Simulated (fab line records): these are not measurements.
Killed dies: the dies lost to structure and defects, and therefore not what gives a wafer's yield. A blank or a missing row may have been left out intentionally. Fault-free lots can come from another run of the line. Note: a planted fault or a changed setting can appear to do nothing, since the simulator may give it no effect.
Which tool did it? -- flow nand_harc -- 7 lots with 21 wafers sampled at 4 steps, on a route of 1302 steps

## WHAT THE GAUGES READ, wafer by wafer
NHARC_P_M1_CD_MEAS_09: target cd 130 nm.
lot,measured,on,cd_nm (nm)
L755,day 6 17:34,cd_sem-03,129.5 129.8 129.5
L757,day 7 16:10,cd_sem-01,130.6 130.7 129.7
L759,day 8 12:11,cd_sem-01,129.9 129.4 129.6
L761,day 9 04:53,cd_sem-02,129.8 129.4 129.9
L764,day 10 04:42,cd_sem-02,129.7 130.2 129.3
L772,day 13 15:34,cd_sem-01,147.6 147.7 146.8 147.3 147.8 147.1
L774,day 14 14:31,cd_sem-03,142.5 141.9 143.2 142.9 142.0 142.9

## WHICH TOOL RAN EACH LOT (tool, then ch and the chambers of the sampled wafers, then the start)
lot,NHARC_P_M0_PRE_CLEAN_29,NHARC_P_M0_DEP_32,NHARC_P_M1_EXPOSE_06
L755,"pvd_sputter-02, day 6 16:23 or earlier","pecvd-02 ch 0,2, day 6 16:23","arfi_scanner-03 ch 0, day 6 17:26"
L757,"pvd_sputter-02, day 7 14:59 or earlier","pecvd-02 ch 1,2, day 7 14:59","arfi_scanner-02 ch 0, day 7 16:01"
L759,"pvd_sputter-01, day 8 11:02 or earlier","pecvd-02 ch 0,1, day 8 11:02","arfi_scanner-01 ch 0, day 8 12:03"
L761,"pvd_sputter-02, day 9 03:47 or earlier","pecvd-04 ch 0,1, day 9 03:47","arfi_scanner-01 ch 0, day 9 04:45"
L764,"pvd_sputter-02, day 10 03:35 or earlier","pecvd-02 ch 0,1,2, day 10 03:35","arfi_scanner-02 ch 0, day 10 04:34"
L772,"pvd_sputter-03, day 13 14:32 or earlier","pecvd-01 ch 1,2, day 13 14:32","arfi_scanner-01 ch 0, day 13 15:26"
L774,"pvd_sputter-02, day 14 13:15 or earlier","pecvd-02 ch 0,1, day 14 13:15","arfi_scanner-01 ch 0, day 14 14:23"
- NHARC_P_M0_PRE_CLEAN_29: time 30 s.
- NHARC_P_M0_DEP_32: deposits SiCN, target thk 30 nm.
- NHARC_P_M1_EXPOSE_06: exposes mask P M1, target cd 130 nm.

## THE ANSWER, worked out from the rows above alone
Rule: the lots themselves supply what counts as usual. Put in order of their means at a reading, lots are off if they are a third of the lots or fewer, leave a main group of 4 or more, and stand apart from it by a gap of 3 or more times the standard deviation of the main group's means; of several such gaps the widest counts. A main group whose means are all the same, to the digits that the tables above print for the reading, isn't used. A lot without any number at a reading at which 4 lots or more have one is off too. The other lots that the step has rows for count as sound.
Off at NHARC_P_M1_CD_MEAS_09 (cd_nm): L772, L774. Main group: mean 129.8 nm, sd 0.27.
A tool fits if, at a process step before that reading, it ran every lot that is off, and no sound lot after the first of them. The gauges at NHARC_P_M1_CD_MEAS_09 are tried like those tools. NHARC_P_M0_PRE_CLEAN_29 gives no start for some lots, so the hours and the order of its lots are those of NHARC_P_M0_DEP_32. One fits: NHARC_P_M1_EXPOSE_06 on arfi_scanner-01. A fault onset in the window from L761 (day 9 04:45, its last sound lot) to L772 (day 13 15:26, its first lot off) fits.

## WHAT THE SIMULATOR PUT IN
Drift in process parameters on arfi_scanner-01 at NHARC_P_M1_EXPOSE_06, starting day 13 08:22. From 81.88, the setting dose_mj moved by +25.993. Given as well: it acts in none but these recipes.
Struck lots among those shown: L772, L774. The rule above found the same.
